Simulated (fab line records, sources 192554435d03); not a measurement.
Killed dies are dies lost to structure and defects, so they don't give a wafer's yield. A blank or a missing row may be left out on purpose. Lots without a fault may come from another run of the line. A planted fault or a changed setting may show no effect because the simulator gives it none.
fab line records | flow n5_finfet | part 2 of 2: steps 20 to 28 of 28
record lots=5 wafers=15 last_day=17
route steps=1938 shown BEOL_M13@1691 BEOL_M14@1716
lots that met no fault: from a run of the same line without faults
start_h: hours from the record's first day to the start of the lot's first wafer shown | wait_h: hours since the lot's step before | " the same as in the row above | L1.1+2: a row that stands for several wafers | - no value, or no start given | * or withheld: withheld | < > ~ a bound
route shown NAME@n: a module of which the file shows steps, and the number in the route of the first | usual: mean/standard deviation of fault-free wafers | same: alike in all rows | chamber/n: place in a boat | sites: the reading at each site | _std_site: their standard deviation | _edge_site: outer sites' mean less inner sites' | radius_mm: how far each site lies from the wafer's centre | mask NAME#n: copy n | behind: the tool/chamber that last shaped the wafer | hold: why the lot was held/for how many hours/how that ended | device: the transistor (n, p or np) that didn't switch | end of line: the same wafers' tests at the end of the route | a step without rows: its recipe alone | killed: dies lost to structure and defects at the first sort, not the wafer's yield | map: a wafer's dies, x killed, . not, _ none there
set.NAME: the setting as run; set.NAME@STEP: as run at that earlier step | model.NAME: the simulator's own value behind a step, which no gauge read
lots at some steps of the route; a table a step, a row a wafer
services: from which hour (start_h, from the record's first day; less than 0 if before it) a tool's chamber was out of use, for how many hours, and why
## steps
# step N5_BEOL_M13_CMP_49
# recipe stop_on=SiOC t_overpolish_s=17.1 down_force_psi=1 platen_rpm=50 clearing_platen_down_force_psi=1.5 clearing_platen_rpm=50 post_cmp_clean=cu_alkaline target_thk_nm=420 clearing_platen_pad_velocity_m_s=0.99484 pad_velocity_m_s=0.99484
# usual barrier_field_endpoint_s=30.2/0.79 clearing_platen_down_force_psi=1.500/0.003 motor_current_A=6.6/0.59 overpolish_run_s=17.099/0.0084 pad_life_wafers=1344/640
# columns lot.wafer tool chamber start_h wait_h barrier_field_endpoint_s clearing_platen_down_force_psi motor_current_A overpolish_run_s pad_life_wafers
L079.3 cmp-02 1 265.90 0.2 29.4 1.506 5.9 17.096 1843
L079.2 " 2 " " 29.5 1.497 6.1 17.109 1844
L079.6 " 0 " " 30.7 1.505 6.3 17.097 -
L083.2 cmp-02 2 289.11 0.3 29.2 1.496 5.9 17.099 2031
L083.6 " 3 " " 29.8 1.502 5.9 17.088 -
L083.5 " 0 " " 30.4 1.499 6.3 17.112 -
L090.2 cmp-03 0 323.05 0.3 29.2 1.499 7.9 17.102 2025
L090.5 " 1 " " 30.1 1.495 6.1 17.110 -
L090.6 " 2 " " 29.7 1.496 7.2 17.092 -
L092.3 cmp-01 0 366.57 0.2 30.8 1.498 6.3 17.099 1590
L092.2 " 2 " " 30.3 1.503 6.1 17.095 1592
L092.1 " 3 " " 29.6 1.504 6.6 17.092 1593
L094.3 cmp-01 0 377.87 0.2 30.4 1.492 6.1 17.105 1656
L094.6 " 0 " " 30.6 1.496 6.1 17.086 -
L094.5 " 1 " " 29.4 1.494 6.3 17.098 -
# step N5_BEOL_M13_THK_MEAS_50
# recipe thk_meas_gauge=xrf reads=Cu_of_BEOL_M13_ECD_47
# usual M13_THK=423/7.6
# columns lot.wafer tool chamber start_h wait_h M13_THK[nm]
L079.2 film_metro-01 - 266.16 - 420
L079.3 " - " " 419
L079.6 " - " " 417
L083.2 film_metro-01 - 289.29 - 421
L083.5 " - " " 433
L083.6 " - " " 409
L090.2 film_metro-01 - 323.24 - 436
L090.5 " - " " 429
L090.6 " - " " 436
L092.1 film_metro-02 - 366.87 - 416
L092.2 " - " " 420
L092.3 " - " " 423
L094.3 film_metro-02 - 378.17 - 429
L094.5 " - " " 427
L094.6 " - " " 430
# step N5_BEOL_M13_PRE_CLEAN_52
# recipe gas=NH3 time_s=15 temp_c=withheld rf_power_w=300
# columns lot.wafer tool chamber start_h wait_h since_wet_clean_h
L079.2 pecvd-04 0 266.19 0.0 284
L079.3 " 2 " " 35
L079.6 " 0 " " -
L083.2 pecvd-04 1 289.33 0.0 1537
L083.5 " 1 " " -
L083.6 " 2 " " -
L090.2 pecvd-02 2 323.27 0.0 311
L090.5 " 0 " " -
L090.6 " 1 " " -
L092.1 pecvd-03 1 366.90 0.0 1977
L092.2 " 2 " " 498
L092.3 " 0 " " 1252
L094.3 pecvd-02 2 378.20 0.0 366
L094.5 " 0 " " -
L094.6 " 1 " " -
# step N5_BEOL_M13_DEP_53
# recipe material=SiCN target_thk_a=500 temp_c=withheld precursor=3MS/NH3 pressure_torr=3 rf_w=675 time_s=17.8
# usual showerhead_plenum_p_Torr=4.160/0.019 throttle_valve_pct=18.3/1.1
# columns lot.wafer tool chamber start_h wait_h showerhead_plenum_p_Torr since_wet_clean_h throttle_valve_pct
L079.2 pecvd-04 0 266.22 0.0 4.164 284 17.2
L079.3 " 2 " " 4.177 35 16.7
L079.6 " 0 " " 4.153 - 17.2
L083.2 pecvd-04 1 289.35 0.0 4.119 1537 17.8
L083.5 " 1 " " 4.129 - 17.6
L083.6 " 2 " " 4.174 - 16.6
L090.2 pecvd-02 2 323.30 0.0 4.155 311 17.8
L090.5 " 0 " " 4.199 - 19.0
L090.6 " 1 " " 4.149 - 19.7
L092.1 pecvd-03 1 366.93 0.0 4.173 1977 20.0
L092.2 " 2 " " 4.144 498 17.6
L092.3 " 0 " " 4.157 1252 18.3
L094.3 pecvd-02 2 378.23 0.0 4.155 366 17.7
L094.5 " 0 " " 4.194 - 18.9
L094.6 " 1 " " 4.156 - 19.7
# step N5_BEOL_M13_RS_MEAS_54
# recipe thk_meas_gauge=four-point-probe reads=Cu_of_BEOL_M13_ECD_47+Ta_of_BEOL_M13_SPUTTER_44+TaN_of_BEOL_M13_SPUTTER_43
# usual M13_RS=0.0452/0.00077
# columns lot.wafer tool chamber start_h wait_h M13_RS[ohm/sq]
L079.2 film_metro-01 - 266.30 0.1 0.0450
L079.3 " - " " 0.0452
L079.6 " - " " 0.0456
L083.2 film_metro-02 - 289.42 0.1 0.0454
L083.5 " - " " 0.0439
L083.6 " - " " 0.0465
L090.2 film_metro-01 - 323.37 0.1 0.0437
L090.5 " - " " 0.0441
L090.6 " - " " 0.0436
L092.1 film_metro-02 - 366.99 0.0 0.0459
L092.2 " - " " 0.0459
L092.3 " - " " 0.0455
L094.3 film_metro-01 - 378.30 0.1 0.0447
L094.5 " - " " 0.0446
L094.6 " - " " 0.0443
# step N5_BEOL_M13_INSPECT_55
# recipe inspect_instrument=darkfield mode=post_dep
# usual raw_defect_count=68/25
# columns lot.wafer tool chamber start_h wait_h raw_defect_count
L079.2 defect_inspect-02 - 266.32 0.0 49
L079.3 " - " " 40
L079.6 " - " " 34
L083.2 defect_inspect-02 - 289.44 0.0 55
L083.5 " - " " 55
L083.6 " - " " 97
L090.2 defect_inspect-01 - 323.39 0.0 65
L090.5 " - " " 74
L090.6 " - " " 68
L092.1 defect_inspect-02 - 367.02 0.0 99
L092.2 " - " " 92
L092.3 " - " " 81
L094.3 defect_inspect-01 - 378.32 0.0 55
L094.5 " - " " 111
L094.6 " - " " 63
# step N5_BEOL_M14_ILD_DEP_00
# recipe material=SiO2 target_thk_a=11193 temp_c=400 precursor=TEOS/O2 pressure_torr=6.5 rf_w=900 teos_flow_sccm=161.4 gas=O2 flow_sccm=2650 time_s=237.4
# usual heater_power_w=526/110 showerhead_plenum_p_Torr=8.34/0.038 throttle_valve_pct=18.4/1
# columns lot.wafer tool chamber start_h wait_h heater_power_w showerhead_plenum_p_Torr since_wet_clean_h throttle_valve_pct
L079.2 pecvd-04 2 266.36 0.0 478 8.38 35 17.4
L079.3 " 1 " " 390 8.29 1514 17.8
L079.6 " 1 " " 456 8.30 - 18.3
L083.2 pecvd-03 0 289.48 0.0 439 8.35 1175 18.9
L083.5 " 0 " " 460 8.34 - 18.9
L083.6 " 2 " " 468 8.32 - 17.7
L090.2 pecvd-01 0 323.43 0.0 434 8.36 1027 18.1
L090.5 " 2 " " 525 8.29 - 18.4
L090.6 " 0 " " 560 8.36 - 17.8
L092.1 pecvd-04 1 367.06 0.0 518 8.28 1615 17.9
L092.2 " 2 " " 430 8.35 136 17.6
L092.3 " 0 " " 423 8.33 385 17.8
L094.3 pecvd-01 1 378.36 0.0 828 8.43 1807 20.1
L094.5 " 1 " " 657 8.44 - 20.0
L094.6 " 0 " " 441 8.35 - 18.0
# step N5_BEOL_M14_THK_MEAS_01
# recipe reads=SiO2_of_BEOL_M14_ILD_DEP_00
# usual M14_ILD_THK=1118/15
# columns lot.wafer tool chamber start_h wait_h M14_ILD_THK[nm]
L079.2 film_metro-02 - 266.55 0.1 1114
L079.3 " - " " 1107
L079.6 " - " " 1119
L083.2 film_metro-01 - 289.67 0.1 1117
L083.5 " - " " 1116
L083.6 " - " " 1126
L090.2 film_metro-02 - 323.70 0.2 1121
L090.5 " - " " 1131
L090.6 " - " " 1143
L092.1 film_metro-02 - 367.25 0.1 1113
L092.2 " - " " 1111
L092.3 " - " " 1114
L094.3 film_metro-02 - 378.55 0.1 1127
L094.5 " - " " 1118
L094.6 " - " " 1132
# step N5_BEOL_M14_COAT_58
# recipe resist=BARC temp_c=205 time_s=60 spin_rpm=1500 resist_thk_nm=89
# usual dispense_pressure_kPa=48.0/1.1
# columns lot.wafer tool chamber start_h wait_h dispense_pressure_kPa
L079.2 litho_track-05 0 266.58 0.0 49.2
L079.3 " 0 " " 49.2
L079.6 " 0 " " 49.2
L083.2 litho_track-05 0 289.70 0.0 49.2
L083.5 " 0 " " 49.2
L083.6 " 0 " " 49.2
L090.2 litho_track-04 0 323.73 0.0 48.1
L090.5 " 0 " " 48.1
L090.6 " 0 " " 48.1
L092.1 litho_track-05 0 367.28 0.0 49.2
L092.2 " 0 " " 49.2
L092.3 " 0 " " 49.2
L094.3 litho_track-04 0 378.58 0.0 48.0
L094.5 " 0 " " 48.0
L094.6 " 0 " " 48.0
## services
# columns tool chamber start_h hours kind
rie_diel-06 3 237.11 10.1 repair
cmp-02 - 241.21 2.3 repair
cmp-01 - 244.66 2.3 repair
pecvd-03 - 252.74 1.0 repair
wet_bench-03 - 260.19 3.4 repair
rie_diel-02 2 262.89 2.0 repair
rtp_anneal-01 - 272.61 3.5 pm
rie_diel-02 - 275.04 4.0 pm
cmp-02 - 277.63 3.8 repair
cmp-03 - 285.31 2.6 repair
rie_diel-02 2 291.71 6.1 repair
rie_diel-06 2 293.86 4.5 repair
wet_bench-04 - 297.67 4.6 repair
rie_diel-06 3 298.24 2.1 repair
cmp-02 - 302.98 4.0 pm
pecvd-01 2 307.36 4.2 repair
ecd_cu-01 - 308.32 10.0 repair
cmp-03 - 332.12 1.7 repair
cmp-03 - 341.61 4.0 pm
cmp-01 - 346.41 1.1 repair
rie_diel-02 - 352.24 2.8 pm
cmp-02 - 354.18 12.6 pm
pecvd-02 2 356.25 2.6 repair
pecvd-01 1 374.05 3.0 repair
